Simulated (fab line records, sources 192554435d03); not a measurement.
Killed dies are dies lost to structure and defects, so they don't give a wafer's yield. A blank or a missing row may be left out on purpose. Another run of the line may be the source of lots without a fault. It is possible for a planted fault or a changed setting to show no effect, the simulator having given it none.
Matching of chambers    flow n5Finfet    N5_PASSIVATION_PECVD_01 on pecvd-01 has 3 sister chambers
The step deposits SiNx from SiH4/NH3/N2, target thk 200 nm, time 43.2 s. 6 wafers are shown with their chamber, then 10 later ones without.

== WAFERS PAIRED WITH THEIR CHAMBERS ==
wafer   chamber  showerheadPlenumPTorr (Torr)  throttleValvePct (%)
L081.1  1        8.74                          28.0
L085.1  1        8.77                          27.9
L086.3  0        8.70                          28.5
L086.4  0        8.69                          28.6
L089.2  2        8.69                          28.6
L089.5  2        8.68                          29.1

== WAFERS WHOSE CHAMBER IS MISSING ==
wafer   showerheadPlenumPTorr (Torr)  throttleValvePct (%)
L089.6  8.74                          28.2
L090.4  8.69                          28.6
L090.5  8.72                          28.3
L090.6  8.67                          28.9
L094.2  8.67                          28.7
L094.3  8.76                          27.9
L094.4  8.74                          28.4
L097.2  8.69                          28.5
L097.4  8.68                          29.0
L097.5  8.74                          28.3

== WHICH CHAMBER EACH ONE RAN IN ==
wafer   from the rows above           in truth
L089.6  1                             1
L090.4  can't be placed: 0 or 2       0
L090.5  can't be placed: 0 or 1 or 2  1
L090.6  can't be placed: 2 or 0       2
L094.2  can't be placed: 2 or 0       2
L094.3  1                             1
L094.4  can't be placed: 1 or 0       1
L097.2  can't be placed: 0 or 2       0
L097.4  can't be placed: 2 or 0       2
L097.5  can't be placed: 1 or 0       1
Placed correctly: 2 of 10. Not placeable from these rows: 8 (in 8, the candidates include the true chamber). Wrongly placed: 0.
How it was worked out, from the rows above alone: a wafer's distance from a chamber is the root of the sum, over the readings, of the square of ((its reading less the chamber's mean) divided by the reading's scatter). The wafer belongs to the nearest chamber; if the next one is less than 2 further off, it can't be placed. For every chamber, the mean is computed from those of its wafers that are shown. The scatter: the root of (the sum of the squares of (reading less its chamber's mean) over the shown wafers, divided by (wafers less chambers)).
